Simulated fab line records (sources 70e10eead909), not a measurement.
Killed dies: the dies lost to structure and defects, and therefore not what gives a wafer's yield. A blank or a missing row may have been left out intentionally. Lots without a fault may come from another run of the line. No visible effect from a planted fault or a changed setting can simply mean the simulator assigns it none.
Chamber matching ; flow nandHarc ; NHARC_A_SLIT_DEP_25 on pecvd-04 has 3 sister chambers
The step deposits SiO2, target thk 200 nm. 3 wafers are shown with their chamber, then 7 later ones without.

EACH WAFER AND ITS CHAMBER
wafer;chamber;throttleValvePct (%)
L087.2;1;15.3
L090.2;0;15.8
L090.3;2;17.2

WAFERS MISSING THEIR CHAMBER
wafer;throttleValvePct (%)
L090.6;15.4
L089.1;15.8
L089.2;17.0
L089.4;16.1
L096.3;15.3
L096.4;16.4
L096.5;15.5

CHAMBER TAKEN BY EACH
wafer;from the rows above;in truth
L090.6;can't be placed: 1 or 0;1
L089.1;can't be placed: 0 or 1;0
L089.2;2;2
L089.4;can't be placed: 0 or 1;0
L096.3;can't be placed: 1 or 0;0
L096.4;can't be placed: 0 or 2 or 1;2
L096.5;can't be placed: 1 or 0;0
Correctly placed: 1 of 7. From these rows, 6 cannot be placed; in 6 the true chamber is one of the candidates. Number placed wrongly: 0.
How it was worked out, from the rows above alone: a wafer's distance from a chamber is the root of the sum, over the readings, of the square of ((its reading less the chamber's mean) divided by the reading's scatter). The wafer belongs to the nearest chamber; if the next one is less than 2 further off, it can't be placed. The mean given for a chamber averages the wafers shown for that chamber. The scatter: with one shown wafer a chamber, the root of the mean of the squares of how far each hidden wafer lies from its nearest shown one.
